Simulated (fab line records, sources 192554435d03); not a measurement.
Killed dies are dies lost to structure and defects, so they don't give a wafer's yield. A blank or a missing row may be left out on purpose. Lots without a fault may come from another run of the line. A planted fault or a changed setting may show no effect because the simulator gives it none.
fab line records | flow n5_finfet | part 1 of 2: steps 1 to 25 of 31
record lots=5 wafers=15 last_day=17
route steps=1938 shown BEOL_M2@919 BEOL_M3@931
lots that met no fault: from a run of the same line without faults
start_h: hours from the record's first day to the start of the lot's first wafer shown | wait_h: hours since the lot's step before | " the same as in the row above | L1.1+2: a row that stands for several wafers | - no value, or no start given | * or withheld: withheld | < > ~ a bound
route shown NAME@n: a module of which the file shows steps, and the number in the route of the first | usual: mean/standard deviation of fault-free wafers | same: alike in all rows | chamber/n: place in a boat | sites: the reading at each site | _std_site: their standard deviation | _edge_site: outer sites' mean less inner sites' | radius_mm: how far each site lies from the wafer's centre | mask NAME#n: copy n | behind: the tool/chamber that last shaped the wafer | hold: why the lot was held/for how many hours/how that ended | device: the transistor (n, p or np) that didn't switch | end of line: the same wafers' tests at the end of the route | a step without rows: its recipe alone | killed: dies lost to structure and defects at the first sort, not the wafer's yield | map: a wafer's dies, x killed, . not, _ none there
set.NAME: the setting as run; set.NAME@STEP: as run at that earlier step | model.NAME: the simulator's own value behind a step, which no gauge read
lots at some steps of the route; a table a step, a row a wafer
services: from which hour (start_h, from the record's first day; less than 0 if before it) a tool's chamber was out of use, for how many hours, and why
## steps
# step N5_BEOL_M2_ANNEAL_95
# recipe temp_c=400 time_s=240 ambient=vacuum
# usual heater_power_w=813/39
# columns lot.wafer tool chamber start_h wait_h heater_power_w
L075.1 pvd_sputter-01 - 160.33 0.0 849
L075.3 " - " " 838
L075.5 " - " " 786
L076.3 pvd_sputter-02 - 172.74 0.0 855
L076.4 " - " " 849
L076.6 " - " " 811
L077.1 pvd_sputter-01 - 174.08 0.0 859
L077.3 " - " " 769
L077.5 " - " " 825
L079.3 pvd_sputter-01 - 196.61 0.0 844
L079.5 " - " " 827
L079.6 " - " " 831
L091.1 pvd_sputter-02 - 262.24 0.0 802
L091.3 " - " " 843
L091.4 " - " " 805
# step N5_BEOL_M2_SPUTTER_96
# recipe material=Cu target_thk_a=45 temp_c=-20 chamber_pressure_pa=0.07 power_w=withheld time_s=8.29
# usual throttle_valve_pct=30.5/1
# columns lot.wafer tool chamber start_h wait_h throttle_valve_pct
L075.1 pvd_sputter-01 - 160.47 0.1 30.9
L075.3 " - " " 30.3
L075.5 " - " " 30.5
L076.3 pvd_sputter-02 - 172.88 0.1 30.0
L076.4 " - " " 30.5
L076.6 " - " " 29.9
L077.1 pvd_sputter-01 - 174.22 0.1 30.0
L077.3 " - " " 30.4
L077.5 " - " " 30.1
L079.3 pvd_sputter-01 - 196.75 0.1 31.0
L079.5 " - " " 31.0
L079.6 " - " " 30.5
L091.1 pvd_sputter-02 - 262.38 0.1 29.1
L091.3 " - " " 30.2
L091.4 " - " " 29.3
# step N5_BEOL_M2_ECD_50
# recipe material=Cu target_thk_a=3000
# columns lot.wafer tool chamber start_h wait_h
L075.1+3+5 ecd_cu-02 1,1,0 160.59 0.1
L076.3+4+6 ecd_cu-01 1,0,0 173.01 0.1
L077.1+3+5 ecd_cu-01 1 174.33 0.1
L079.3+5+6 ecd_cu-02 1,0,1 196.88 0.1
L091.1+3+4 ecd_cu-01 0,0,1 262.50 0.1
# step N5_BEOL_M2_ANNEAL_51
# recipe temp_c=225 time_s=90 ambient=N2
# usual wafer_temp_C_max=225.9/0.54
# columns lot.wafer tool chamber start_h wait_h wafer_temp_C_max
L075.1 rtp_anneal-01 0 160.66 0.1 225.9
L075.3 " 0 " " 226.3
L075.5 " 0 " " 226.2
L076.3 rtp_anneal-01 0 173.17 0.1 226.4
L076.4 " 0 " " 226.3
L076.6 " 0 " " 226.7
L077.1 rtp_anneal-02 0 174.41 0.1 225.4
L077.3 " 0 " " 225.2
L077.5 " 0 " " 225.5
L079.3 rtp_anneal-02 0 197.03 0.1 225.3
L079.5 " 0 " " 225.3
L079.6 " 0 " " 225.3
L091.1 rtp_anneal-02 0 262.75 0.2 225.3
L091.3 " 0 " " 225.4
L091.4 " 0 " " 225.5
# step N5_BEOL_M2_CMP_52
# recipe stop_on=SiOC t_overpolish_s=6.8 down_force_psi=1 platen_rpm=50 clearing_platen_down_force_psi=1.5 clearing_platen_rpm=50 post_cmp_clean=cu_alkaline target_thk_nm=40 clearing_platen_pad_velocity_m_s=0.99484 pad_velocity_m_s=0.99484
# usual barrier_field_endpoint_s=24.7/0.65 motor_current_A=6.1/0.49 overpolish_run_s=6.802/0.0088 time_to_endpoint_s=63/3.1
# columns lot.wafer tool chamber start_h wait_h barrier_field_endpoint_s motor_current_A overpolish_run_s time_to_endpoint_s
L075.3 cmp-02 1 161.04 0.2 23.6 5.6 6.795 61
L075.1 " 2 " " 24.7 5.7 6.804 62
L075.5 " 3 " " 25.9 6.2 6.800 64
L076.3 cmp-04 3 173.42 0.2 24.8 6.3 6.790 65
L076.4 " 1 " " 25.3 5.9 6.799 67
L076.6 " 2 " " 26.1 5.1 6.790 67
L077.3 cmp-04 1 174.71 0.2 24.3 5.9 6.811 63
L077.1 " 2 " " 24.7 5.1 6.806 62
L077.5 " 2 " " 24.6 5.3 6.813 62
L079.3 cmp-01 3 197.26 0.2 25.4 6.4 6.788 68
L079.5 " 3 " " 25.3 6.6 6.799 69
L079.6 " 0 " " 25.4 6.2 6.813 68
L091.3 cmp-02 2 263.05 0.2 24.2 6.0 6.806 60
L091.1 " 0 " " 23.8 6.4 6.808 57
L091.4 " 1 " " 24.5 6.0 6.808 61
# step N5_BEOL_M2_THK_MEAS_53
# recipe thk_meas_gauge=xrf reads=Cu_of_BEOL_M2_ECD_50
# usual M2_THK=40.1/1.4
# columns lot.wafer tool chamber start_h wait_h M2_THK[nm]
L075.1 film_metro-01 - 161.26 - 39.1
L075.3 " - " " 39.6
L075.5 " - " " 39.6
L076.3 film_metro-02 - 173.68 - 42.4
L076.4 " - " " 39.6
L076.6 " - " " 41.0
L077.1 film_metro-01 - 175.00 - 41.0
L077.3 " - " " 39.1
L077.5 " - " " 40.4
L079.3 film_metro-02 - 197.55 - 39.8
L079.5 " - " " 41.9
L079.6 " - " " 40.1
L091.1 film_metro-01 - 263.34 - 39.7
L091.3 " - " " 39.1
L091.4 " - " " 38.7
# step N5_BEOL_M2_PRE_CLEAN_60
# recipe gas=NH3/H2 time_s=15 temp_c=* rf_power_w=300
# usual heater_power_w=83/16
# columns lot.wafer tool chamber start_h wait_h heater_power_w
L075.1 cvd_co-02 1 161.29 0.0 100
L075.3 " 2 " " 95
L075.5 " 0 " " 63
L076.3 cvd_co-02 2 173.74 0.1 96
L076.4 " 1 " " 99
L076.6 " 0 " " 64
L077.1 cvd_co-01 1 175.04 0.0 95
L077.3 " 2 " " 58
L077.5 " 0 " " 88
L079.3 cvd_co-01 1 197.59 0.0 93
L079.5 " 1 " " 91
L079.6 " 2 " " 58
L091.1 cvd_co-02 0 263.38 0.0 64
L091.3 " 2 " " 97
L091.4 " 0 " " 66
# step N5_BEOL_M2_CO_CAP_55
# recipe material=Co target_thk_a=20 temp_c=200 precursor=CCTBA/H2 pressure_torr=30 time_s=102.1
# usual heater_power_w=234/20
# columns lot.wafer tool chamber start_h wait_h heater_power_w
L075.1 cvd_co-02 1 161.33 0.0 259
L075.3 " 2 " " 247
L075.5 " 0 " " 210
L076.3 cvd_co-02 2 173.78 0.0 250
L076.4 " 1 " " 259
L076.6 " 0 " " 211
L077.1 cvd_co-01 1 175.08 0.0 251
L077.3 " 2 " " 204
L077.5 " 0 " " 237
L079.3 cvd_co-01 1 197.63 0.0 247
L079.5 " 1 " " 249
L079.6 " 2 " " 205
L091.1 cvd_co-02 0 263.42 0.0 213
L091.3 " 2 " " 255
L091.4 " 0 " " 221
# step N5_BEOL_M2_PRE_CLEAN_56
# recipe gas=NH3 time_s=15 temp_c=withheld rf_power_w=300
# columns lot.wafer tool chamber start_h wait_h
L075.1+3+5 pecvd-04 1,0,2 161.43 0.1
L076.3+4+6 pecvd-01 0,1,0 173.87 0.1
L077.1+3+5 pecvd-04 1,0,0 175.17 0.1
L079.3+5+6 pecvd-01 1,1,2 197.72 0.1
L091.1+3+4 pecvd-03 0,1,0 263.52 0.1
# step N5_BEOL_M2_DEP_57
# recipe material=SiCN target_thk_a=80 temp_c=withheld precursor=3MS/NH3 pressure_torr=3 rf_w=202 time_s=14
# usual showerhead_plenum_p_Torr=3.665/0.015 throttle_valve_pct=9.3/0.34
# columns lot.wafer tool chamber start_h wait_h showerhead_plenum_p_Torr throttle_valve_pct
L075.1 pecvd-04 1 161.45 0.0 3.650 9.1
L075.3 " 0 " " 3.666 8.9
L075.5 " 2 " " 3.649 8.4
L076.3 pecvd-01 0 173.90 0.0 3.682 9.3
L076.4 " 1 " " 3.658 9.7
L076.6 " 0 " " 3.677 9.2
L077.1 pecvd-04 1 175.20 0.0 3.652 9.2
L077.3 " 0 " " 3.666 9.2
L077.5 " 0 " " 3.659 8.9
L079.3 pecvd-01 1 197.74 0.0 3.668 10.1
L079.5 " 1 " " 3.672 9.9
L079.6 " 2 " " 3.694 9.6
L091.1 pecvd-03 0 263.54 0.0 3.674 9.4
L091.3 " 1 " " 3.666 9.4
L091.4 " 0 " " 3.682 9.3
# step N5_BEOL_M2_RS_MEAS_58
# recipe thk_meas_gauge=four-point-probe reads=Co_of_BEOL_M2_CO_CAP_55+Cu_of_BEOL_M2_ECD_50+Co_of_BEOL_M2_CVD_47+TaN_of_BEOL_M2_ALD_84
# usual M2_RS=0.671/0.029
# columns lot.wafer tool chamber start_h wait_h M2_RS[ohm/sq]
L075.1 film_metro-02 - 161.52 0.0 0.687
L075.3 " - " " 0.679
L075.5 " - " " 0.672
L076.3 film_metro-02 - 173.96 0.1 0.623
L076.4 " - " " 0.678
L076.6 " - " " 0.650
L077.1 film_metro-01 - 175.26 0.0 0.649
L077.3 " - " " 0.686
L077.5 " - " " 0.662
L079.3 film_metro-02 - 197.81 0.1 0.673
L079.5 " - " " 0.628
L079.6 " - " " 0.666
L091.1 film_metro-02 - 263.61 0.0 0.682
L091.3 " - " " 0.696
L091.4 " - " " 0.701
# step N5_BEOL_M2_INSPECT_59
# recipe inspect_instrument=darkfield mode=post_dep
# usual raw_defect_count=76/27
# columns lot.wafer tool chamber start_h wait_h raw_defect_count
L075.1 defect_inspect-02 - 161.54 0.0 63
L075.3 " - " " 55
L075.5 " - " " 84
L076.3 defect_inspect-01 - 173.99 0.0 78
L076.4 " - " " 36
L076.6 " - " " 52
L077.1 defect_inspect-02 - 175.29 0.0 135
L077.3 " - " " 134
L077.5 " - " " 71
L079.3 defect_inspect-01 - 197.84 0.0 70
L079.5 " - " " 39
L079.6 " - " " 49
L091.1 defect_inspect-02 - 263.63 0.0 116
L091.3 " - " " 74
L091.4 " - " " 64
# step N5_BEOL_M3_ILD_DEP_00
# recipe material=SiOC target_thk_a=790 temp_c=350 precursor=DEMS/O2 pressure_torr=5 rf_w=500 time_s=15.3
# usual heater_power_w=471/74 showerhead_plenum_p_Torr=5.690/0.012 throttle_valve_pct=11.87/0.29
# columns lot.wafer tool chamber start_h wait_h heater_power_w showerhead_plenum_p_Torr throttle_valve_pct
L075.1 pecvd-03 1 161.58 0.0 510 5.670 12.46
L075.3 " 2 " " 448 5.689 11.80
L075.5 " 0 " " 452 5.707 12.38
L076.3 pecvd-04 0 174.03 0.0 511 5.687 12.18
L076.4 " 0 " " 523 5.703 11.90
L076.6 " 1 " " 339 5.678 12.00
L077.1 pecvd-02 2 175.33 0.0 395 5.684 11.89
L077.3 " 0 " " 457 5.699 11.80
L077.5 " 1 " " 540 5.709 12.03
L079.3 pecvd-03 0 197.87 0.0 517 5.701 12.15
L079.5 " 2 " " 463 5.683 11.66
L079.6 " 1 " " 532 5.686 12.22
L091.1 pecvd-02 1 263.67 0.0 492 5.706 11.57
L091.3 " 2 " " 426 5.691 11.24
L091.4 " 0 " " 489 5.696 11.88
# step N5_BEOL_M3_THK_MEAS_01
# recipe reads=SiOC_of_BEOL_M3_ILD_DEP_00
# usual M3_ILD_THK=78.9/1
# columns lot.wafer tool chamber start_h wait_h M3_ILD_THK[nm]
L075.1 film_metro-01 - 161.65 0.0 77.5
L075.3 " - " " 79.1
L075.5 " - " " 78.9
L076.3 film_metro-01 - 174.09 0.1 77.3
L076.4 " - " " 78.8
L076.6 " - " " 79.2
L077.1 film_metro-02 - 175.39 0.0 79.0
L077.3 " - " " 79.4
L077.5 " - " " 79.7
L079.3 film_metro-01 - 197.94 0.1 78.0
L079.5 " - " " 79.5
L079.6 " - " " 79.1
L091.1 film_metro-01 - 263.74 0.0 77.7
L091.3 " - " " 78.6
L091.4 " - " " 80.3
# step N5_BEOL_M3_PECVD_72
# recipe material=SiO2 target_thk_a=160 temp_c=400 precursor=TEOS/O2 pressure_torr=5.5 rf_w=450 teos_flow_sccm=53.8 gas=O2 flow_sccm=3000 time_s=18
# usual heater_power_w=712/91 showerhead_plenum_p_Torr=8.76/0.043 throttle_valve_pct=22.3/0.58
# columns lot.wafer tool chamber start_h wait_h heater_power_w showerhead_plenum_p_Torr throttle_valve_pct
L075.1 pecvd-03 2 161.69 0.0 785 8.77 22.0
L075.3 " 0 " " 762 8.86 23.1
L075.5 " 2 " " 786 8.76 22.2
L076.3 pecvd-02 0 174.13 0.0 728 8.77 22.1
L076.4 " 2 " " 717 8.79 22.8
L076.6 " 0 " " 732 8.74 22.1
L077.1 pecvd-04 0 175.43 0.0 730 8.76 22.0
L077.3 " 1 " " 515 8.70 22.8
L077.5 " 0 " " 741 8.78 21.8
L079.3 pecvd-04 2 197.98 0.0 662 8.68 21.6
L079.5 " 2 " " 659 8.71 21.8
L079.6 " 0 " " 788 8.79 22.1
L091.1 pecvd-04 0 263.77 0.0 797 8.79 22.3
L091.3 " 0 " " 809 8.80 22.2
L091.4 " 1 " " 603 8.70 22.8
# step N5_BEOL_M3_HM_DEP_02
# recipe material=TiN target_thk_a=200 temp_c=25 chamber_pressure_pa=0.49996
# usual throttle_valve_pct=30.3/1.1
# columns lot.wafer tool chamber start_h wait_h throttle_valve_pct
L075.1 pvd_sputter-03 - 161.76 0.1 29.4
L075.3 " - " " 31.8
L075.5 " - " " 32.4
L076.3 pvd_sputter-01 - 174.92 0.8 31.2
L076.4 " - " " 30.7
L076.6 " - " " 30.1
L077.1 pvd_sputter-03 - 177.99 2.5 32.6
L077.3 " - " " 31.8
L077.5 " - " " 32.4
L079.3 pvd_sputter-02 - 198.51 0.5 29.5
L079.5 " - " " 28.8
L079.6 " - " " 29.7
L091.1 pvd_sputter-02 - 264.18 0.4 29.1
L091.3 " - " " 30.2
L091.4 " - " " 30.2
# step N5_BEOL_M3_COAT_61
# recipe resist=SOC temp_c=250 time_s=60 spin_rpm=1500 resist_thk_nm=60
# usual dispense_pressure_kPa=49/4.1 resist_line_temp_C=23.00/0.095
# columns lot.wafer tool chamber start_h wait_h dispense_pressure_kPa resist_line_temp_C
L075.1 litho_track-03 0 161.88 0.1 46 22.92
L075.3 " 0 " " 46 22.82
L075.5 " 0 " " 46 22.99
L076.3 litho_track-03 0 175.04 0.1 46 22.97
L076.4 " 0 " " 46 22.92
L076.6 " 0 " " 46 22.89
L077.1 litho_track-02 0 178.12 0.1 55 22.82
L077.3 " 0 " " 55 23.03
L077.5 " 0 " " 55 22.89
L079.3 litho_track-04 0 198.64 0.1 51 23.13
L079.5 " 0 " " 51 23.11
L079.6 " 0 " " 51 22.89
L091.1 litho_track-03 0 264.32 0.1 46 23.03
L091.3 " 0 " " 46 22.99
L091.4 " 0 " " 46 23.02
# step N5_BEOL_M3_COAT_62
# recipe resist=SiARC temp_c=220 time_s=60 spin_rpm=1500 resist_thk_nm=12
# usual dispense_pressure_kPa=49/4.1 resist_line_temp_C=22.99/0.098
# columns lot.wafer tool chamber start_h wait_h dispense_pressure_kPa resist_line_temp_C
L075.1 litho_track-03 0 - - 45 22.97
L075.3 " 0 " " 46 22.93
L075.5 " 0 " " 46 23.13
L076.3 litho_track-03 0 - - 46 22.93
L076.4 " 0 " " 46 22.94
L076.6 " 0 " " 46 22.85
L077.1 litho_track-02 0 - - 55 23.05
L077.3 " 0 " " 55 23.15
L077.5 " 0 " " 55 22.88
L079.3 litho_track-04 0 - - 51 22.92
L079.5 " 0 " " 51 23.00
L079.6 " 0 " " 51 22.80
L091.1 litho_track-03 0 - - 45 23.10
L091.3 " 0 " " 45 23.07
L091.4 " 0 " " 45 23.01
# step N5_BEOL_M3_COAT_73
# recipe resist=underlayer temp_c=205 time_s=60 spin_rpm=1500 resist_thk_nm=5
# usual dispense_pressure_kPa=49/4.1 resist_line_temp_C=22.99/0.096
# columns lot.wafer tool chamber start_h wait_h dispense_pressure_kPa resist_line_temp_C
L075.1 litho_track-03 0 - - 46 22.83
L075.3 " 0 " " 46 23.12
L075.5 " 0 " " 46 22.91
L076.3 litho_track-03 0 - - 46 22.94
L076.4 " 0 " " 46 23.07
L076.6 " 0 " " 46 23.03
L077.1 litho_track-02 0 - - 55 23.14
L077.3 " 0 " " 55 22.99
L077.5 " 0 " " 55 22.93
L079.3 litho_track-04 0 - - 51 22.91
L079.5 " 0 " " 51 22.99
L079.6 " 0 " " 51 22.90
L091.1 litho_track-03 0 - - 45 23.10
L091.3 " 0 " " 45 22.96
L091.4 " 0 " " 45 22.93
# step N5_BEOL_M3_COAT_05
# recipe resist=CAR-EUV spin_rpm=1500 resist_thk_nm=30
# usual dispense_pressure_kPa=49/4.1 resist_line_temp_C=23.01/0.1
# columns lot.wafer tool chamber start_h wait_h dispense_pressure_kPa resist_line_temp_C
L075.1 litho_track-03 0 - - 45 22.97
L075.3 " 0 " " 45 23.03
L075.5 " 0 " " 45 23.17
L076.3 litho_track-03 0 - - 45 23.03
L076.4 " 0 " " 45 22.99
L076.6 " 0 " " 45 23.02
L077.1 litho_track-02 0 - - 55 23.10
L077.3 " 0 " " 55 23.17
L077.5 " 0 " " 55 22.88
L079.3 litho_track-04 0 - - 51 22.99
L079.5 " 0 " " 51 22.98
L079.6 " 0 " " 51 23.08
L091.1 litho_track-03 0 - - 45 23.03
L091.3 " 0 " " 45 22.94
L091.4 " 0 " " 45 23.07
# step N5_BEOL_M3_EBR_07
# recipe solvent=PGMEA ebr_width_mm=1.5
# usual resist_line_temp_C=23.00/0.1
# columns lot.wafer tool chamber start_h wait_h resist_line_temp_C
L075.1 litho_track-03 0 - - 22.87
L075.3 " 0 " " 22.95
L075.5 " 0 " " 23.06
L076.3 litho_track-03 0 - - 22.91
L076.4 " 0 " " 23.09
L076.6 " 0 " " 23.01
L077.1 litho_track-02 0 - - 23.08
L077.3 " 0 " " 22.98
L077.5 " 0 " " 22.95
L079.3 litho_track-04 0 - - 22.85
L079.5 " 0 " " 22.95
L079.6 " 0 " " 22.97
L091.1 litho_track-03 0 - - 23.01
L091.3 " 0 " " 23.09
L091.4 " 0 " " 23.14
# step N5_BEOL_M3_SOFTBAKE_06
# recipe temp_c=110 time_s=60 resist=CAR-EUV
# usual resist_line_temp_C=22.98/0.12
# columns lot.wafer tool chamber start_h wait_h resist_line_temp_C
L075.1 litho_track-03 0 - - 22.89
L075.3 " 0 " " 22.89
L075.5 " 0 " " 22.73
L076.3 litho_track-03 0 - - 23.08
L076.4 " 0 " " 23.06
L076.6 " 0 " " 23.20
L077.1 litho_track-02 0 - - 22.98
L077.3 " 0 " " 23.07
L077.5 " 0 " " 23.12
L079.3 litho_track-04 0 - - 23.01
L079.5 " 0 " " 23.07
L079.6 " 0 " " 23.06
L091.1 litho_track-03 0 - - 22.93
L091.3 " 0 " " 22.88
L091.4 " 0 " " 22.87
# step N5_BEOL_M3_EXPOSE_08
# recipe mask_id=M3 na=0.33 source_shape=dipole sigma_inner=0.369 sigma_outer=0.767 polarization=unpolarized dose_mj=33
# columns lot.wafer tool chamber start_h wait_h mask
L075.1+3+5 euv_scanner-02 0 162.14 - M3#0
L076.3+4+6 euv_scanner-02 0 175.19 - M3#0
L077.1+3+5 euv_scanner-02 0 178.25 - M3#0
L079.3+5+6 euv_scanner-02 0 198.94 - M3#0
L091.1+3+4 euv_scanner-01 0 264.46 - M3#0
# step N5_BEOL_M3_PEB_09
# recipe peb_temp_c=100 peb_time_s=60 resist=CAR-EUV
# usual resist_line_temp_C=22.99/0.1
# columns lot.wafer tool chamber start_h wait_h resist_line_temp_C
L075.1 litho_track-02 0 162.20 0.1 22.99
L075.3 " 0 " " 22.96
L075.5 " 0 " " 22.95
L076.3 litho_track-04 0 175.24 0.0 23.13
L076.4 " 0 " " 23.16
L076.6 " 0 " " 23.16
L077.1 litho_track-03 0 178.31 0.1 22.84
L077.3 " 0 " " 22.96
L077.5 " 0 " " 23.03
L079.3 litho_track-03 0 198.99 0.0 22.93
L079.5 " 0 " " 23.03
L079.6 " 0 " " 23.03
L091.1 litho_track-03 0 264.51 0.1 22.83
L091.3 " 0 " " 22.89
L091.4 " 0 " " 22.84
# step N5_BEOL_M3_DEVELOP_10
# recipe develop_time_s=30 developer=TMAH resist=CAR-EUV rinse_liquid=surfactant_rinse dry=air_spin dev_temp_c=23
# usual resist_line_temp_C=23.00/0.11
# columns lot.wafer tool chamber start_h wait_h resist_line_temp_C
L075.1 litho_track-02 0 - - 23.09
L075.3 " 0 " " 22.89
L075.5 " 0 " " 22.88
L076.3 litho_track-04 0 - - 22.89
L076.4 " 0 " " 23.16
L076.6 " 0 " " 22.82
L077.1 litho_track-03 0 - - 23.10
L077.3 " 0 " " 23.21
L077.5 " 0 " " 23.11
L079.3 litho_track-03 0 - - 22.93
L079.5 " 0 " " 23.03
L079.6 " 0 " " 23.09
L091.1 litho_track-03 0 - - 23.08
L091.3 " 0 " " 23.04
L091.4 " 0 " " 22.95
